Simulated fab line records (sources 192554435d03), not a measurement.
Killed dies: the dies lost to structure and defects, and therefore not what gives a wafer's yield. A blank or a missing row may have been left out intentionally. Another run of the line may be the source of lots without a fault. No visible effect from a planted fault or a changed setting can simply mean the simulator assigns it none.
Chamber matching / flow n5_finfet / N5_ILD0_CMP_07 on cmp-03: 4 sister chambers
The step polishes SiO2 flowable, stops on poly-Si, t overpolish 1.18 s, target thk 138.88 nm. 8 wafers are shown with their chamber, then 7 later ones without.

## WAFERS, EACH WITH ITS CHAMBER
wafer=L080.2; chamber=2; motor_current_A (A)=12.0
wafer=L080.3; chamber=0; motor_current_A (A)=13.8
wafer=L080.6; chamber=1; motor_current_A (A)=11.9
wafer=L086.1; chamber=3; motor_current_A (A)=11.2
wafer=L086.3; chamber=1; motor_current_A (A)=11.7
wafer=L086.4; chamber=2; motor_current_A (A)=13.1
wafer=L087.2; chamber=3; motor_current_A (A)=11.6
wafer=L087.3; chamber=0; motor_current_A (A)=14.8

## WAFERS WHOSE CHAMBER IS MISSING
wafer=L087.5; motor_current_A (A)=14.3
wafer=L088.2; motor_current_A (A)=11.4
wafer=L088.3; motor_current_A (A)=13.2
wafer=L088.5; motor_current_A (A)=10.8
wafer=L092.1; motor_current_A (A)=11.5
wafer=L092.2; motor_current_A (A)=13.6
wafer=L092.4; motor_current_A (A)=12.6

## WHICH CHAMBER EACH ONE RAN IN
wafer=L087.5; from the rows above=0; in truth=0
wafer=L088.2; from the rows above=can't be placed: 3 or 1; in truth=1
wafer=L088.3; from the rows above=can't be placed: 2 or 0 or 1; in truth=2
wafer=L088.5; from the rows above=can't be placed: 3 or 1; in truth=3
wafer=L092.1; from the rows above=can't be placed: 3 or 1 or 2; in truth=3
wafer=L092.2; from the rows above=can't be placed: 0 or 2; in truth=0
wafer=L092.4; from the rows above=can't be placed: 2 or 1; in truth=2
Placed correctly: 1 of 7. From these rows, 6 cannot be placed; in 6 the true chamber is one of the candidates. 0 placed wrongly.
How it was worked out, from the rows above alone: a wafer's distance from a chamber is the root of the sum, over the readings, of the square of ((its reading less the chamber's mean) divided by the reading's scatter). The wafer belongs to the nearest chamber; if the next one is less than 2 further off, it can't be placed. Each chamber's mean is taken over the wafers shown for it. The scatter is the square root of a quotient: the sum, over the shown wafers, of each reading's squared deviation from its chamber's mean, divided by wafers minus chambers.
